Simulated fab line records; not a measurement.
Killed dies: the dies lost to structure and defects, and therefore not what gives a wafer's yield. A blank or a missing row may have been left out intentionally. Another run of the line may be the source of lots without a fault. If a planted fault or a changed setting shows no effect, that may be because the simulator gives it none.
Comparing a struck lot with a sound one -- flow nand harc -- 14 out of 1302 route steps
Sound: these wafers, L249.2, L249.5, L249.6. Struck: wafer L258.1 (left out: L258.2, L258.4 of the same lot, which were not struck); the cause appears at the end.
Order at every step that has rows: each side's tool, ch and its chambers, its first start. Under that, the readings that differ: sound wafers -- struck wafers -- difference of the means -- sigmas: that difference in standard deviations of wafers without a fault.
alike: words and numbers the same on both sides, and readings whose means are apart by under 2 such deviations; not compared: readings that were withheld, readings missing a value for some wafer, numbers with overlapping values and no deviation given by the record, and bounds like >300 which may hide the same value.
A row with sigmas, a row that says differs or no value, or rows on one side alone: a step with any of these is where the two part. Numbers that have no deviation but don't overlap get no sigmas and don't part them. A reading that every wafer of one side lacks parts them only if that side has two wafers or more.

first, 4 steps without rows for these wafers: NHARC_P_CONTACT_EBR_08; NHARC_P_CONTACT_EXPOSE_09 (exposes mask P CA, target cd 90 nm); NHARC_P_CONTACT_PEB_10 (peb time 65 s); NHARC_P_CONTACT_DEVELOP_11 (develop time 35 s).
NHARC_P_CONTACT_CD_MEAS_12: the cd target is 90 nm.
  sound on cd sem-03 ch 0, day 5 21:51; struck on cd sem-02 ch 0, day 9 17:31
  alike: cd nm
NHARC_P_CONTACT_OVL_MEAS_13:
  struck on overlay-01, day 9 17:36; sound on overlay-01, day 5 21:56
reading,sound,struck,difference,sigmas
overlay y nm (nm),-0.8 -1.0 -0.3,1.2,+1.9,+3
  alike: overlay x nm
NHARC_P_CONTACT_INSPECT_14:
  struck on defect inspect-02, day 9 17:38; sound on defect inspect-01, day 5 21:59
  alike: raw defect count
NHARC_P_CONTACT_DESCUM_17: chemistry O2, time 3 s.
  sound on rie diel-12 ch 0,3, day 5 22:03; struck on rie diel-12 ch 0, day 9 17:43
  alike: drypump motor current A, oes product au, rf vpp V, showerhead plenum p Torr, throttle valve pct
  not compared: rf hours counter h
NHARC_P_CONTACT_ETCH_35: etches the open film in CF4, target depth 39 nm, time 65 s.
  sound on rie diel-12 ch 0,1, day 5 22:07; struck on rie diel-12 ch 0, day 9 17:47
  alike: cf4 flow sccm, drypump motor current A, oes product au, rf vpp V, run length s, showerhead plenum p Torr, throttle valve pct
  not compared: rf hours counter h
NHARC_P_CONTACT_ETCH_36: etches the open film in N2/H2, target depth 260 nm, time 406.25 s.
  sound on rie diel-12 ch 1,2,3; struck on rie diel-12 ch 3
  alike: drypump motor current A, oes product au, rf vpp V, run length s, showerhead plenum p Torr, throttle valve pct
  not compared: rf hours counter h
NHARC_P_CONTACT_ETCH_18: etches the open film in C4F8/O2/Ar, target depth 481 nm, time 240.5 s.
  sound on rie diel-12 ch 1,2,3; struck on rie diel-12 ch 3
  alike: oes product au, rf vpp V, run length s
  not compared: rf hours counter h
then, 1 step without rows for these wafers: NHARC_P_CONTACT_STRIP_37 (strips in C4F8/O2/Ar).
NHARC_P_CONTACT_ETCH_31: etches the open film in CH3F/O2, target depth 30 nm, time 85.7 s.
  sound on rie diel-12 ch 2,3, day 5 22:47; struck on rie diel-12 ch 1, day 9 18:26
reading,sound,struck,difference,sigmas
rf vpp V (V),244.8 242.3 242.0,248.3,+5.3,+3
run length s (s),106.9 106.9 107.5,68.5,-38.6,-90
  alike: drypump motor current A, oes product au, showerhead plenum p Torr, throttle valve pct
  not compared: rf hours counter h
NHARC_P_CONTACT_CD_MEAS_19:
  struck on cd sem-02, day 9 18:34; sound on cd sem-01, day 5 22:55
  alike: cd nm

## WHERE THEY PART
First at NHARC_P_CONTACT_OVL_MEAS_13; last, within this record, at NHARC_P_CONTACT_ETCH_31. Later steps at which nothing parts them and some readings are alike: NHARC_P_CONTACT_CD_MEAS_19.

WHY: what had been put in by the simulator
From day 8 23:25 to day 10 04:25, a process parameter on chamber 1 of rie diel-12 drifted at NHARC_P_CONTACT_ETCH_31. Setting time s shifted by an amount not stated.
